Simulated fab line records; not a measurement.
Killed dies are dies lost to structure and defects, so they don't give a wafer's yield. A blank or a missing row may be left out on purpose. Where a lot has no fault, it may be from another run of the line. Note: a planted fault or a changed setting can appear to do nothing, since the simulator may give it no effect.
fab line records	flow nand_harc
record: lots: 24	wafers: 72	last_day: 34
route steps=1302 shown A_CHANNEL_HOLE_D1@488 A_DECK1_JOINT@528 A_ONON_D2@546 A_CHANNEL_HOLE_D2@598 A_CHANNEL_FILL_D2@620
lots that met no fault: taken from a fault-free run of the same line
start_h: the number of hours between the record's first day and the start of the first shown wafer of the lot	wait_h: hours elapsed since this lot's preceding step	" identical to the entry in the row above	L1.1+2: a row that stands for several wafers	- no value present, or no start provided	* or withheld: withheld	< > ~ a bound
route shown NAME@n: a module of which the file shows steps, and the number in the route of the first	usual: average and standard deviation across the fault-free wafers	same: alike in all rows	chamber/n: place in a boat	sites: the reading at each site	_std_site: their standard deviation	_edge_site: inner sites' mean taken away from outer sites' mean	radius_mm: for every site, how far away it sits from the centre of the wafer	mask NAME#n: copy n	behind: the most recent tool/chamber to have shaped the wafer	hold: what put the lot on hold/how long, in hours/how the hold closed	device: the transistor (n, p or np) that didn't switch	end of line: the route-end tests of the same wafers	step lacking rows: just its recipe	killed: dies lost to structure and defects at the first sort, not the wafer's yield	map: per-die view of a wafer (x killed, . not killed, _ where there is no die)
set.NAME: the run value of the setting; set.NAME@STEP: its run value at that earlier step	model.NAME: the simulator's own value behind a step, which no gauge read
one table for each step of the route and one row for each wafer, over a sample of lots
services: the hour from which a tool's chamber was out of use, counted from the record's first day as start_h (under 0 if before that day), plus the number of hours and why
== steps ==
step: NHARC_A_CHANNEL_HOLE_D1_XSEM_31
recipe: landing_energy_ev: 35000
usual: bot_cd_nm: 74.2/1.3	bow_nm: 8.6/0.31	tilt_deg: 0.07/0.033
lot.wafer	tool	chamber	start_h	wait_h	bot_cd_nm	bow_nm	tilt_deg
L074.2	xsem-01	0	192.70	0.1	73.9	8.5	-0.02
L074.3	"	0	"	"	71.6	8.7	-0.02
L074.6	"	0	"	"	71.4	8.6	-0.02
L076.1	xsem-02	0	210.33	0.1	75.3	9.4	0.08
L076.5	"	0	"	"	73.3	9.3	0.08
L076.6	"	0	"	"	73.3	9.3	0.08
L075.1	xsem-01	0	210.90	0.1	73.4	8.9	0.04
L075.4	"	0	"	"	75.1	8.9	0.04
L075.6	"	0	"	"	75.4	8.9	0.04
L077.1	xsem-02	0	219.19	0.1	74.5	8.6	0.09
L077.5	"	0	"	"	73.8	8.6	0.09
L077.6	"	0	"	"	71.8	8.6	0.09
L079.2	xsem-02	0	228.93	0.1	74.2	8.7	0.03
L079.3	"	0	"	"	75.2	8.7	0.03
L079.6	"	0	"	"	71.8	8.6	0.03
L078.2	xsem-01	0	229.97	0.1	76.4	8.5	0.12
L078.5	"	0	"	"	74.8	8.4	0.12
L078.6	"	0	"	"	75.4	8.5	0.12
L080.1	xsem-02	0	245.58	0.1	75.5	8.5	0.04
L080.2	"	0	"	"	72.8	8.4	0.04
L080.6	"	0	"	"	74.1	8.5	0.04
L081.1	xsem-01	0	263.11	0.1	74.9	8.8	0.04
L081.3	"	0	"	"	75.0	8.8	0.04
L081.5	"	0	"	"	75.5	8.8	0.04
L082.2	xsem-02	0	268.57	0.1	74.9	8.1	0.09
L082.3	"	0	"	"	75.7	8.1	0.09
L082.6	"	0	"	"	76.7	8.1	0.09
L083.1	xsem-02	0	272.74	0.1	71.9	8.6	0.09
L083.4	"	0	"	"	73.4	8.6	0.09
L083.6	"	0	"	"	74.1	8.7	0.08
L084.1	xsem-01	0	292.29	0.1	74.0	8.2	0.06
L084.2	"	0	"	"	72.9	8.2	0.06
L084.6	"	0	"	"	74.2	8.2	0.06
L085.1	xsem-02	0	299.30	0.1	74.5	8.8	0.13
L085.2	"	0	"	"	75.6	8.7	0.13
L085.3	"	0	"	"	74.0	8.7	0.13
L086.1	xsem-02	0	318.83	0.1	75.1	8.9	0.07
L086.2	"	0	"	"	76.5	8.8	0.07
L086.5	"	0	"	"	75.5	8.9	0.07
L087.3	xsem-01	0	322.48	0.1	75.7	8.9	0.06
L087.5	"	0	"	"	75.2	8.9	0.06
L087.6	"	0	"	"	75.7	9.0	0.06
L088.1	xsem-02	0	331.80	0.1	72.6	8.8	0.02
L088.5	"	0	"	"	75.8	8.8	0.03
L088.6	"	0	"	"	76.0	8.9	0.03
L089.1	xsem-01	0	332.28	0.1	75.3	8.4	0.08
L089.2	"	0	"	"	73.6	8.5	0.08
L089.4	"	0	"	"	73.1	8.5	0.08
L090.1	xsem-01	0	352.25	0.1	74.2	8.2	0.05
L090.2	"	0	"	"	75.7	8.2	0.05
L090.5	"	0	"	"	73.9	8.2	0.05
L091.2	xsem-01	0	361.99	0.1	73.6	8.1	0.05
L091.3	"	0	"	"	73.7	8.1	0.05
L091.5	"	0	"	"	72.7	8.1	0.05
L092.1	xsem-02	0	364.18	0.1	75.4	8.6	0.04
L092.3	"	0	"	"	74.4	8.6	0.04
L092.4	"	0	"	"	74.6	8.7	0.04
L093.1	xsem-02	0	375.14	0.1	72.2	8.4	0.09
L093.3	"	0	"	"	73.8	8.4	0.09
L093.4	"	0	"	"	76.2	8.5	0.09
L094.1	xsem-01	0	390.29	0.1	74.1	8.9	0.13
L094.4	"	0	"	"	75.0	8.8	0.13
L094.5	"	0	"	"	75.3	8.9	0.13
L095.1	xsem-02	0	402.22	0.1	72.6	8.5	0.07
L095.4	"	0	"	"	73.8	8.4	0.07
L095.5	"	0	"	"	73.7	8.4	0.07
L096.2	xsem-02	0	411.91	0.1	73.6	8.8	0.08
L096.3	"	0	"	"	73.6	8.9	0.08
L096.6	"	0	"	"	75.8	9.0	0.08
L097.3	xsem-02	0	422.67	0.1	75.0	8.9	0.05
L097.5	"	0	"	"	74.7	8.9	0.05
L097.6	"	0	"	"	74.6	9.0	0.05
step: NHARC_A_DECK1_JOINT_THK_MEAS_14
recipe: thk_meas_gauge: ellipsometry
usual: thk_nm: 50.7/1.4
lot.wafer	tool	chamber	start_h	wait_h	thk_nm
L074.2	film_metro-01	-	253.04	0.2	53.7
L074.3	"	-	"	"	50.6
L074.6	"	-	"	"	50.2
L075.1	film_metro-01	-	272.22	0.2	51.2
L075.4	"	-	"	"	55.0
L075.6	"	-	"	"	50.7
L076.1	film_metro-02	-	272.22	0.2	50.4
L076.5	"	-	"	"	53.2
L076.6	"	-	"	"	51.3
L077.1	film_metro-02	-	279.42	0.2	51.2
L077.5	"	-	"	"	51.3
L077.6	"	-	"	"	51.5
L078.2	film_metro-02	-	288.68	0.2	51.9
L078.5	"	-	"	"	50.0
L078.6	"	-	"	"	50.9
L079.2	film_metro-02	-	291.59	0.2	49.4
L079.3	"	-	"	"	49.8
L079.6	"	-	"	"	51.8
L080.1	film_metro-01	-	305.89	0.2	50.1
L080.2	"	-	"	"	52.2
L080.6	"	-	"	"	51.7
L082.2	film_metro-02	-	329.05	0.2	48.0
L082.3	"	-	"	"	51.3
L082.6	"	-	"	"	50.0
L083.1	film_metro-02	-	332.67	0.2	50.3
L083.4	"	-	"	"	51.8
L083.6	"	-	"	"	51.4
L081.1	film_metro-01	-	332.68	0.2	51.9
L081.3	"	-	"	"	50.8
L081.5	"	-	"	"	51.0
L084.1	film_metro-01	-	353.13	0.2	51.3
L084.2	"	-	"	"	51.6
L084.6	"	-	"	"	51.2
L085.1	film_metro-02	-	368.47	0.2	53.3
L085.2	"	-	"	"	50.3
L085.3	"	-	"	"	50.3
L086.1	film_metro-01	-	381.19	0.2	49.1
L086.2	"	-	"	"	48.5
L086.5	"	-	"	"	50.7
L087.3	film_metro-01	-	381.20	0.2	50.2
L087.5	"	-	"	"	49.7
L087.6	"	-	"	"	51.3
L089.1	film_metro-02	-	393.13	0.2	53.2
L089.2	"	-	"	"	49.9
L089.4	"	-	"	"	49.9
L088.1	film_metro-01	-	393.13	0.2	48.7
L088.5	"	-	"	"	50.4
L088.6	"	-	"	"	49.9
L090.1	film_metro-02	-	411.55	0.2	51.1
L090.2	"	-	"	"	47.3
L090.5	"	-	"	"	53.6
L092.1	film_metro-01	-	421.07	0.2	50.7
L092.3	"	-	"	"	50.0
L092.4	"	-	"	"	51.5
L091.2	film_metro-02	-	421.07	0.2	52.1
L091.3	"	-	"	"	50.0
L091.5	"	-	"	"	51.0
L093.1	film_metro-01	-	436.72	0.2	49.8
L093.3	"	-	"	"	50.5
L093.4	"	-	"	"	47.3
L094.1	film_metro-01	-	450.33	0.2	53.2
L094.4	"	-	"	"	51.1
L094.5	"	-	"	"	51.5
L095.1	film_metro-02	-	461.60	0.2	49.5
L095.4	"	-	"	"	49.8
L095.5	"	-	"	"	50.1
L096.2	film_metro-02	-	474.86	0.2	48.7
L096.3	"	-	"	"	48.9
L096.6	"	-	"	"	50.6
L097.3	film_metro-01	-	481.83	0.2	49.8
L097.5	"	-	"	"	50.8
L097.6	"	-	"	"	51.8
step: NHARC_A_ONON_D2_THK_MEAS_02
recipe: thk_meas_gauge: ellipsometry
usual: thk_nm: 999/9.5
lot.wafer	tool	chamber	start_h	wait_h	thk_nm
L074.2	film_metro-02	-	278.46	-	999
L074.3	"	-	"	"	999
L074.6	"	-	"	"	999
L075.1	film_metro-02	-	295.99	-	976
L075.4	"	-	"	"	976
L075.6	"	-	"	"	975
L076.1	film_metro-02	-	296.00	-	1008
L076.5	"	-	"	"	1009
L076.6	"	-	"	"	1010
L077.1	film_metro-01	-	310.35	-	1004
L077.5	"	-	"	"	1004
L077.6	"	-	"	"	1005
L078.2	film_metro-01	-	314.32	-	989
L078.5	"	-	"	"	988
L078.6	"	-	"	"	990
L079.2	film_metro-02	-	314.33	-	994
L079.3	"	-	"	"	995
L079.6	"	-	"	"	995
L080.1	film_metro-01	-	334.79	-	1008
L080.2	"	-	"	"	1008
L080.6	"	-	"	"	1009
L082.2	film_metro-01	-	351.55	-	999
L082.3	"	-	"	"	997
L082.6	"	-	"	"	1000
L081.1	film_metro-01	-	359.11	-	1006
L081.3	"	-	"	"	1007
L081.5	"	-	"	"	1006
L083.1	film_metro-02	-	359.19	-	1008
L083.4	"	-	"	"	1008
L083.6	"	-	"	"	1006
L084.1	film_metro-01	-	377.62	-	985
L084.2	"	-	"	"	986
L084.6	"	-	"	"	987
L085.1	film_metro-01	-	392.17	-	987
L085.2	"	-	"	"	987
L085.3	"	-	"	"	986
L087.3	film_metro-01	-	405.22	-	1001
L087.5	"	-	"	"	1003
L087.6	"	-	"	"	1002
L086.1	film_metro-02	-	405.22	-	988
L086.2	"	-	"	"	989
L086.5	"	-	"	"	988
L089.1	film_metro-02	-	420.98	-	1003
L089.2	"	-	"	"	1003
L089.4	"	-	"	"	1002
L088.1	film_metro-01	-	421.15	-	989
L088.5	"	-	"	"	989
L088.6	"	-	"	"	988
L090.1	film_metro-01	-	432.85	-	996
L090.2	"	-	"	"	997
L090.5	"	-	"	"	996
L092.1	film_metro-02	-	446.15	-	992
L092.3	"	-	"	"	991
L092.4	"	-	"	"	991
L091.2	film_metro-01	-	446.15	-	1013
L091.3	"	-	"	"	1012
L091.5	"	-	"	"	1012
L093.1	film_metro-01	-	461.29	-	1015
L093.3	"	-	"	"	1015
L093.4	"	-	"	"	1015
L094.1	film_metro-02	-	473.54	-	1000
L094.4	"	-	"	"	1000
L094.5	"	-	"	"	1002
L095.1	film_metro-01	-	488.87	-	995
L095.4	"	-	"	"	995
L095.5	"	-	"	"	993
L096.2	film_metro-01	-	504.74	-	1003
L096.3	"	-	"	"	1002
L096.6	"	-	"	"	1002
L097.3	film_metro-01	-	514.13	-	1007
L097.5	"	-	"	"	1004
L097.6	"	-	"	"	1005
step: NHARC_A_CHANNEL_HOLE_D2_ETCH_26
recipe: bias_v: 300	source_w: 2000	pressure_mtorr: 30	time_s: 224.1	ar_flow_sccm: 375	c4f8_flow_sccm: 11.4	o2_flow_sccm: 113.6	temp_c: -20	target_depth_a: 3000	chemistry: C4F8/O2/Ar
usual: drypump_motor_current_A: 5.97/0.24	o2_flow_sccm: 113.6/0.33	showerhead_plenum_p_Torr: 3.67/0.22	throttle_valve_pct: 24.584/0.0095
lot.wafer	tool	chamber	start_h	wait_h	drypump_motor_current_A	o2_flow_sccm	rf_hours_counter_h	showerhead_plenum_p_Torr	throttle_valve_pct
L074.2	har_etch-02	1	299.61	0.7	5.78	113.3	362	3.49	24.584
L074.3	"	1	"	"	5.78	114.0	-	3.49	24.589
L074.6	"	1	"	"	5.78	114.1	-	3.49	24.575
L076.1	har_etch-01	1	321.01	0.7	6.23	114.4	168	3.50	24.581
L076.6	"	1	"	"	6.23	114.5	-	3.50	24.603
L076.5	"	0	"	"	6.20	113.4	-	3.64	24.582
L075.1	har_etch-02	1	324.73	0.6	5.79	113.7	373	3.49	24.583
L075.4	"	0	"	"	5.69	113.4	-	3.51	24.583
L075.6	"	0	"	"	5.70	113.5	-	3.51	24.579
L077.1	har_etch-01	0	334.12	0.7	6.21	113.6	176	3.63	24.581
L077.6	"	0	"	"	6.19	113.6	-	3.63	24.574
L077.5	"	1	"	"	6.25	113.5	-	3.50	24.572
L079.2	har_etch-02	0	335.03	0.7	5.71	113.5	381	3.50	24.584
L079.3	"	1	"	"	5.80	113.1	-	3.48	24.591
L079.6	"	1	"	"	5.80	113.3	-	3.48	24.571
L078.2	har_etch-01	0	338.25	0.7	6.21	113.8	180	3.63	24.579
L078.5	"	0	"	"	6.25	113.8	-	3.63	24.572
L078.6	"	1	"	"	6.27	114.2	-	3.50	24.587
L080.1	har_etch-02	1	358.17	0.7	5.80	113.9	392	3.48	24.576
L080.2	"	0	"	"	5.70	113.9	392	3.50	24.586
L080.6	"	1	"	"	5.78	112.8	-	3.48	24.587
L082.2	har_etch-01	0	373.46	0.7	6.25	113.2	199	3.62	24.590
L082.3	"	1	"	"	6.24	113.7	-	3.49	24.580
L082.6	"	0	"	"	6.22	113.4	-	3.62	24.588
L081.1	har_etch-02	1	382.31	0.6	5.81	113.7	408	3.47	24.592
L081.3	"	0	"	"	5.70	113.7	-	3.49	24.584
L081.5	"	0	"	"	5.74	113.6	-	3.49	24.588
L083.1	har_etch-01	0	384.35	0.6	6.22	113.9	207	3.61	24.564
L083.4	"	1	"	"	6.25	114.1	-	3.48	24.580
L083.6	"	1	"	"	6.24	113.4	-	3.48	24.592
L084.1	har_etch-02	1	403.45	0.7	5.76	113.8	4	3.99	24.589
L084.2	"	0	"	"	5.70	113.8	4	3.99	24.567
L084.6	"	1	"	"	5.79	113.6	-	3.99	24.562
L085.1	har_etch-01	1	416.60	0.7	6.22	113.8	230	3.47	24.573
L085.2	"	0	"	"	6.24	113.5	230	3.60	24.599
L085.3	"	0	"	"	6.19	113.8	-	3.60	24.578
L087.3	har_etch-01	0	428.76	0.4	6.21	114.5	-	3.60	24.575
L087.5	"	1	"	"	6.26	113.2	-	3.46	24.598
L087.6	"	0	"	"	6.21	114.1	-	3.60	24.582
L086.1	har_etch-02	0	430.42	0.7	5.71	114.0	22	3.98	24.583
L086.2	"	1	"	"	5.79	113.5	22	3.98	24.585
L086.5	"	0	"	"	5.72	114.1	-	3.98	24.578
L089.2	har_etch-02	1	445.09	0.7	5.80	114.1	26	3.98	24.585
L089.1	"	0	"	"	5.71	113.4	26	3.98	24.589
L089.4	"	0	"	"	5.71	113.6	-	3.98	24.595
L088.1	har_etch-01	1	447.75	0.6	6.25	113.5	249	3.46	24.583
L088.5	"	0	"	"	6.24	113.6	-	3.59	24.582
L088.6	"	1	"	"	6.25	113.3	-	3.46	24.572
L090.2	har_etch-02	1	453.82	0.7	5.77	113.5	34	3.97	24.579
L090.1	"	0	"	"	5.72	113.8	34	3.97	24.594
L090.5	"	1	"	"	5.81	113.3	-	3.97	24.582
L092.1	har_etch-01	0	471.13	0.7	6.19	113.8	260	3.58	24.586
L092.4	"	0	"	"	6.18	113.5	-	3.58	24.589
L092.3	"	1	"	"	6.25	113.6	-	3.46	24.596
L091.2	har_etch-02	0	471.85	0.6	5.72	113.6	46	3.96	24.590
L091.3	"	0	"	"	5.73	113.3	-	3.96	24.588
L091.5	"	0	"	"	5.71	113.4	-	3.96	24.577
L093.1	har_etch-02	1	481.57	0.6	5.80	113.8	53	3.96	24.588
L093.3	"	0	"	"	5.71	113.3	-	3.96	24.593
L093.4	"	1	"	"	5.81	114.2	-	3.96	24.583
L094.1	har_etch-02	0	496.05	0.6	5.73	113.1	65	3.95	24.579
L094.4	"	0	"	"	5.72	113.6	-	3.95	24.597
L094.5	"	1	"	"	5.80	113.7	-	3.95	24.599
L095.1	har_etch-02	1	519.81	0.7	5.81	112.8	73	3.95	24.578
L095.4	"	1	"	"	5.80	113.0	-	3.95	24.567
L095.5	"	0	"	"	5.72	113.7	-	3.95	24.588
L096.2	har_etch-01	0	525.47	0.6	6.22	113.7	290	3.57	24.603
L096.3	"	0	"	"	6.24	113.8	-	3.57	24.568
L096.6	"	1	"	"	6.25	113.5	-	3.44	24.584
L097.3	har_etch-01	0	539.28	0.4	6.26	113.4	-	3.56	24.571
L097.5	"	1	"	"	6.24	113.6	-	3.43	24.593
L097.6	"	0	"	"	6.27	113.1	-	3.56	24.570
step: NHARC_A_CHANNEL_HOLE_D2_STRIP_28
recipe: o2_flow_sccm: 500	ar_flow_sccm: 0	bias_w: 0	chemistry: O2
usual: drypump_motor_current_A: 6.1/0.61	o2_flow_sccm: 500.2/1.6	oes_product_au: 1.003/0.011	rf_vpp_V: 57.7/0.89	showerhead_plenum_p_Torr: 3.53/0.15	throttle_valve_pct: 17.036/0.0091
lot.wafer	tool	chamber	start_h	wait_h	drypump_motor_current_A	o2_flow_sccm	oes_product_au	rf_hours_counter_h	rf_vpp_V	showerhead_plenum_p_Torr	throttle_valve_pct
L074.2	rie_diel-02	1	-	-	6.0	500.6	1.018	4.1	58.7	3.70	17.046
L074.3	"	2	"	"	6.3	498.3	1.008	3.9	57.9	3.37	17.040
L074.6	"	1	"	"	6.0	500.6	1.015	-	58.4	3.70	17.037
L076.1	rie_diel-02	2	-	-	6.3	500.9	1.004	5.2	57.3	3.36	17.014
L076.6	"	1	"	"	6.0	502.6	0.991	-	57.5	3.70	17.025
L076.5	"	2	"	"	6.3	501.1	1.016	-	55.9	3.36	17.026
L075.4	rie_diel-04	2	-	-	6.8	498.5	1.018	7.3	57.0	3.44	17.048
L075.1	"	3	"	"	5.4	499.7	0.983	9.5	58.3	3.50	17.038
L075.6	"	1	"	"	6.8	501.0	0.984	-	59.3	3.50	17.031
L077.1	rie_diel-02	0	-	-	6.3	497.8	1.008	5.5	57.4	3.29	17.029
L077.6	"	3	"	"	4.7	503.8	0.999	-	57.8	3.77	17.029
L077.5	"	0	"	"	6.3	499.9	1.006	-	55.2	3.29	17.038
L079.3	rie_diel-08	3	-	-	6.6	499.2	1.011	9.1	57.6	3.44	17.045
L079.2	"	0	"	"	6.3	497.5	0.991	9.0	57.7	3.45	17.035
L079.6	"	2	"	"	5.8	500.0	1.000	-	57.3	3.74	17.036
L078.2	rie_diel-02	0	-	-	6.3	502.7	1.004	5.6	56.3	3.29	17.039
L078.6	"	1	"	"	6.0	499.0	1.016	-	56.9	3.70	17.027
L078.5	"	2	"	"	6.3	500.3	1.006	-	57.3	3.36	17.042
L080.2	rie_diel-08	1	-	-	5.4	498.7	0.990	7.7	56.9	3.52	17.019
L080.1	"	2	"	"	5.8	498.3	1.006	9.6	58.8	3.74	17.040
L080.6	"	1	"	"	5.4	500.2	0.987	-	58.8	3.52	17.048
L082.3	rie_diel-04	3	-	-	5.4	499.1	1.002	1.0	57.9	3.50	17.030
L082.2	"	2	"	"	6.9	498.8	1.016	1.0	58.5	3.44	17.043
L082.6	"	3	"	"	5.4	501.3	0.995	-	57.3	3.50	17.040
L081.1	rie_diel-04	2	-	-	6.8	498.0	1.022	2.2	57.1	3.44	17.035
L081.3	"	0	"	"	6.5	497.7	0.994	1.3	58.1	3.68	17.034
L081.5	"	3	"	"	5.4	501.0	0.996	-	55.6	3.50	17.028
L083.1	rie_diel-04	3	-	-	5.4	500.8	0.991	1.9	58.7	3.50	17.047
L083.4	"	0	"	"	6.5	498.7	1.000	1.4	57.6	3.68	17.036
L083.6	"	2	"	"	6.8	497.5	1.021	-	57.3	3.43	17.031
L084.1	rie_diel-02	0	-	-	6.3	501.5	0.996	0.0	56.1	3.29	17.029
L084.2	"	1	"	"	6.0	500.9	1.001	0.0	58.5	3.70	17.040
L084.6	"	1	"	"	6.0	499.9	1.006	-	57.9	3.70	17.032
L085.2	rie_diel-08	2	-	-	5.8	501.8	1.011	2.5	58.0	3.74	17.040
L085.3	"	3	"	"	6.6	499.4	1.010	2.6	57.3	3.44	17.032
L085.1	"	1	"	"	5.4	498.4	1.001	2.2	57.6	3.52	17.038
L087.3	rie_diel-04	3	-	-	5.4	500.9	1.010	5.2	57.7	3.50	17.051
L087.5	"	2	"	"	6.8	503.7	1.012	-	57.2	3.43	17.040
L087.6	"	3	"	"	5.4	500.0	1.004	-	58.7	3.50	17.022
L086.2	rie_diel-02	2	-	-	6.3	501.0	1.004	1.4	57.8	3.36	17.030
L086.1	"	0	"	"	6.3	497.2	1.014	1.8	56.8	3.29	17.049
L086.5	"	0	"	"	6.3	501.2	1.014	-	58.0	3.29	17.054
L089.1	rie_diel-04	0	-	-	6.6	499.6	0.981	5.0	59.9	3.67	17.043
L089.4	"	1	"	"	6.7	500.0	1.000	5.4	56.3	3.50	17.038
L089.2	"	2	"	"	6.8	497.9	1.013	6.0	58.0	3.43	17.036
L088.1	rie_diel-08	1	-	-	5.4	500.2	0.988	4.5	56.7	3.51	17.032
L088.6	"	1	"	"	5.4	500.7	0.993	-	57.5	3.51	17.043
L088.5	"	2	"	"	5.7	500.4	1.005	-	57.5	3.74	17.024
L090.1	rie_diel-02	0	-	-	6.3	501.4	1.008	4.1	56.0	3.29	17.038
L090.2	"	1	"	"	6.0	499.0	0.999	3.0	57.0	3.70	17.041
L090.5	"	3	"	"	4.7	501.8	0.992	-	58.9	3.77	17.048
L092.3	rie_diel-04	1	-	-	6.8	498.8	1.010	7.6	57.7	3.50	17.019
L092.4	"	3	"	"	5.4	499.9	0.996	7.0	57.1	3.50	17.030
L092.1	"	0	"	"	6.5	499.9	0.997	7.2	58.0	3.67	17.044
L091.2	rie_diel-04	2	-	-	6.8	498.1	1.024	7.8	57.9	3.43	17.040
L091.3	"	3	"	"	5.4	496.7	0.995	7.2	56.6	3.50	17.028
L091.5	"	2	"	"	6.7	502.3	1.031	-	58.0	3.43	17.030
L093.3	rie_diel-04	3	-	-	5.4	500.2	0.998	7.5	57.8	3.50	17.023
L093.1	"	0	"	"	6.5	499.5	0.998	7.6	56.8	3.67	17.026
L093.4	"	2	"	"	6.8	502.6	1.007	8.1	57.7	3.43	17.045
L094.1	rie_diel-02	2	-	-	6.3	498.0	0.998	5.2	57.8	3.36	17.042
L094.4	"	1	"	"	6.0	502.2	1.011	4.8	58.6	3.70	17.036
L094.5	"	2	"	"	6.3	500.7	0.998	-	58.0	3.36	17.043
L095.1	rie_diel-04	0	-	-	6.5	500.6	0.998	8.5	57.8	3.67	17.037
L095.4	"	3	"	"	5.4	499.0	1.007	8.4	58.1	3.50	17.023
L095.5	"	0	"	"	6.5	501.2	0.999	-	58.3	3.67	17.045
L096.3	rie_diel-02	3	-	-	4.7	499.8	0.986	5.3	59.7	3.76	17.037
L096.2	"	0	"	"	6.3	497.9	1.009	7.4	56.9	3.28	17.044
L096.6	"	2	"	"	6.3	499.5	0.997	-	57.1	3.36	17.033
L097.3	rie_diel-02	3	-	-	4.7	504.7	0.991	6.1	58.2	3.76	17.041
L097.6	"	0	"	"	6.3	499.0	1.008	-	56.1	3.28	17.033
L097.5	"	1	"	"	6.0	499.2	1.010	-	58.9	3.69	17.040
step: NHARC_A_CHANNEL_FILL_D2_ETCHBACK_20
recipe: target_depth_a: 270	time_s: 13.5	c4f8_flow_sccm: withheld	o2_flow_sccm: 8	ar_flow_sccm: withheld	rf_w: 600	bias_w: 1500	chemistry: C4F8/O2/Ar
usual: oes_product_au: 0.989/0.016	rf_vpp_V: 976/5.2
lot.wafer	tool	chamber	start_h	wait_h	oes_product_au	rf_hours_counter_h	rf_vpp_V
L074.2	rie_diel-05	0	326.58	-	1.002	3	975
L074.3	"	1	"	"	0.991	3	973
L074.6	"	3	"	"	0.994	-	977
L075.1	rie_diel-05	3	349.08	-	0.994	3	979
L075.4	"	2	"	"	0.990	3	972
L075.6	"	3	"	"	0.994	-	976
L076.1	rie_diel-03	2	349.11	-	0.991	1	974
L076.6	"	2	"	"	0.997	-	976
L076.5	"	3	"	"	0.991	-	988
L077.1	rie_diel-03	2	359.90	-	0.991	1	974
L077.5	"	2	"	"	0.996	-	975
L077.6	"	3	"	"	0.991	-	989
L079.3	rie_diel-05	3	359.90	-	0.995	3	976
L079.2	"	0	"	"	1.005	3	974
L079.6	"	0	"	"	0.998	-	975
L078.2	rie_diel-03	1	364.81	-	0.947	2	978
L078.5	"	0	"	"	0.945	-	970
L078.6	"	1	"	"	0.954	-	978
L080.1	rie_diel-05	1	384.83	-	0.994	4	974
L080.2	"	0	"	"	0.993	4	975
L080.6	"	2	"	"	0.997	-	972
L082.2	rie_diel-05	2	399.88	-	0.993	4	972
L082.3	"	3	"	"	0.992	4	978
L082.6	"	3	"	"	0.991	-	976
L083.4	rie_diel-06	1	408.51	-	0.984	15	975
L083.1	"	2	"	"	1.001	16	971
L083.6	"	0	"	"	0.985	-	987
L081.1	rie_diel-03	2	408.52	-	0.986	3	975
L081.3	"	3	"	"	0.990	3	987
L081.5	"	1	"	"	1.005	-	977
L084.1	rie_diel-05	1	431.97	-	0.989	1	973
L084.2	"	3	"	"	0.996	1	977
L084.6	"	1	"	"	0.998	-	973
L085.2	rie_diel-03	2	442.93	-	0.981	4	976
L085.1	"	3	"	"	0.968	4	989
L085.3	"	0	"	"	0.981	3	972
L087.3	rie_diel-03	3	455.93	-	1.005	5	987
L087.5	"	3	"	"	0.984	-	987
L087.6	"	0	"	"	1.008	-	973
L086.1	rie_diel-05	1	455.93	-	1.005	1	971
L086.2	"	2	"	"	0.997	1	970
L086.5	"	1	"	"	0.998	-	973
L089.2	rie_diel-06	2	471.21	-	0.997	28	971
L089.4	"	3	"	"	0.990	30	970
L089.1	"	1	"	"	0.986	29	975
L088.1	rie_diel-05	0	471.24	-	1.004	2	974
L088.6	"	1	"	"	0.995	-	973
L088.5	"	2	"	"	0.989	-	972
L090.2	rie_diel-06	3	482.09	-	0.991	31	969
L090.1	"	2	"	"	1.009	30	972
L090.5	"	0	"	"	0.987	-	989
L092.3	rie_diel-05	1	499.58	-	0.993	3	974
L092.1	"	3	"	"	0.997	3	977
L092.4	"	0	"	"	0.992	3	975
L091.2	rie_diel-03	2	499.60	-	0.988	1	975
L091.3	"	3	"	"	0.989	1	989
L091.5	"	0	"	"	1.013	-	971
L093.1	rie_diel-05	0	510.55	-	0.985	3	974
L093.3	"	1	"	"	0.997	3	975
L093.4	"	0	"	"	0.986	-	975
L094.4	rie_diel-05	2	524.93	-	0.972	3	971
L094.1	"	1	"	"	0.978	4	974
L094.5	"	3	"	"	0.974	-	978
L095.4	rie_diel-05	1	546.18	-	0.956	4	974
L095.1	"	2	"	"	0.956	4	972
L095.5	"	1	"	"	0.953	-	972
L096.2	rie_diel-05	1	551.79	-	0.978	5	973
L096.3	"	3	"	"	0.992	4	977
L096.6	"	2	"	"	0.975	-	970
L097.3	rie_diel-03	2	563.46	-	0.991	3	976
L097.6	"	2	"	"	1.003	-	975
L097.5	"	3	"	"	1.006	-	987
== services ==
tool	chamber	start_h	hours	kind
rie_diel-04	-	172.79	0.4	repair
rie_diel-04	-	177.90	9.0	pm
rie_diel-04	2	199.54	7.2	repair
rie_diel-04	1	204.66	47.6	repair
rie_diel-02	-	216.72	9.0	pm
rie_diel-04	2	218.29	6.9	repair
rie_diel-05	-	229.62	9.0	pm
rie_diel-02	-	238.75	1.7	repair
rie_diel-02	0	269.53	1.5	repair
har_etch-01	-	284.24	5.7	repair
rie_diel-04	-	354.90	9.0	pm
xsem-01	-	374.00	14.0	pm
har_etch-02	-	382.67	17.0	pm
rie_diel-02	-	384.13	0.6	repair
rie_diel-02	-	393.72	9.0	pm
rie_diel-05	-	406.62	9.0	pm
rie_diel-02	2	407.57	1.5	repair
rie_diel-02	3	424.05	22.0	repair
rie_diel-04	1	427.49	2.5	repair
rie_diel-02	1	439.00	6.4	repair
rie_diel-02	-	453.16	1.0	repair
rie_diel-05	0	453.34	10.5	repair
rie_diel-05	3	506.47	4.4	repair
rie_diel-05	3	529.86	7.3	repair
== key ==
fault none
